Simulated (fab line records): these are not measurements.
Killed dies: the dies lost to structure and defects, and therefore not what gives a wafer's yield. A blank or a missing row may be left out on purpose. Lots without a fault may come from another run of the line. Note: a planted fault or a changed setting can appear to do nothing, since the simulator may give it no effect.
Chamber matching | flow n5Finfet | N5_BEOL_M3_ETCH_64 on rieDiel-04 has 4 sister chambers
The step etches SOC in N2/H2, target depth 75 nm, overetch 15 nm, time 112.5 s. 4 wafers are shown with their chamber, then 7 later ones without.

== WAFERS WITH THEIR CHAMBER ==
wafer  | chamber | throttleValvePct (%)
L510.3 | 1       | 17.89
L510.6 | 2       | 17.57
L516.3 | 0       | 18.23
L516.4 | 3       | 18.23

== WAFERS WITH NO CHAMBER GIVEN ==
wafer  | throttleValvePct (%)
L516.5 | 18.22
L519.2 | 17.91
L519.3 | 18.25
L519.6 | 17.60
L522.3 | 17.60
L522.5 | 17.82
L522.6 | 17.94

== THE CHAMBER EACH PASSED THROUGH ==
wafer  | from the rows above     | in truth
L516.5 | can't be placed: 0 or 3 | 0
L519.2 | 1                       | 1
L519.3 | can't be placed: 0 or 3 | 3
L519.6 | 2                       | 2
L522.3 | 2                       | 2
L522.5 | 1                       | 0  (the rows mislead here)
L522.6 | 1                       | 1
Correctly placed: 4 of 7. Unplaceable from these rows: 2, with the true chamber sitting among the candidates in 2. Wrongly placed: 1.
How it was worked out, from the rows above alone: a wafer's distance from a chamber is the root of the sum, over the readings, of the square of ((its reading less the chamber's mean) divided by the reading's scatter). The wafer belongs to the nearest chamber; if the next one is less than 2 further off, it can't be placed. Each chamber's mean is taken over the wafers shown for it. The scatter: root of mean squared gap, hidden wafer to nearest shown wafer, with one shown wafer a chamber.
